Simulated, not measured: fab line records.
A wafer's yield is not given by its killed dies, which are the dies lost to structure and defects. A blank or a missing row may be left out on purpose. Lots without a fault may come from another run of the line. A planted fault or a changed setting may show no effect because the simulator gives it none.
Matching of chambers | flow nand_harc | 4 sister chambers for NHARC_P_M2_CMP_23 on cmp-01
The step polishes, t overpolish 20 s, target thk 144.3 nm. 8 wafers are shown with their chamber, then 8 later ones without.

== WAFERS PAIRED WITH THEIR CHAMBERS ==
wafer  | chamber | motor_current_A (A) | time_to_endpoint_s (s)
L775.1 | 1       | 11.6                | 32.6
L775.2 | 2       | 12.7                | 30.7
L776.4 | 2       | 13.3                | 30.4
L776.6 | 3       | 13.4                | 31.8
L777.2 | 1       | 11.2                | 30.1
L777.4 | 0       | 14.0                | 28.9
L777.6 | 0       | 14.0                | 28.4
L778.3 | 3       | 13.2                | 27.3

== WAFERS WITHOUT THEIR CHAMBER ==
wafer  | motor_current_A (A) | time_to_endpoint_s (s)
L778.4 | 11.5                | 27.1
L778.6 | 12.9                | 27.0
L782.1 | 12.5                | 28.8
L782.3 | 11.0                | 28.3
L782.4 | 13.2                | 25.4
L781.2 | 13.8                | 30.4
L781.4 | 11.1                | 31.3
L781.6 | 13.2                | 28.8

== EACH ONE'S CHAMBER ==
wafer  | from the rows above          | in truth
L778.4 | 1                            | 1
L778.6 | can't be placed: 2 or 3      | 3
L782.1 | can't be placed: 2 or 3      | 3
L782.3 | 1                            | 1
L782.4 | can't be placed: 3 or 2 or 0 | 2
L781.2 | can't be placed: 0 or 3 or 2 | 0
L781.4 | 1                            | 1
L781.6 | can't be placed: 3 or 2      | 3
Placed correctly: 3 of 8. These rows do not allow placing 5 (true chamber among the candidates in 5). Number placed wrongly: 0.
How it was worked out, from the rows above alone: a wafer's distance from a chamber is the root of the sum, over the readings, of the square of ((its reading less the chamber's mean) divided by the reading's scatter). The wafer belongs to the nearest chamber; if the next one is less than 2 further off, it can't be placed. For every chamber, the mean is computed from those of its wafers that are shown. The scatter: take each reading less its chamber's mean, square it, sum over the shown wafers, divide by the number of wafers less the number of chambers, and take the root.
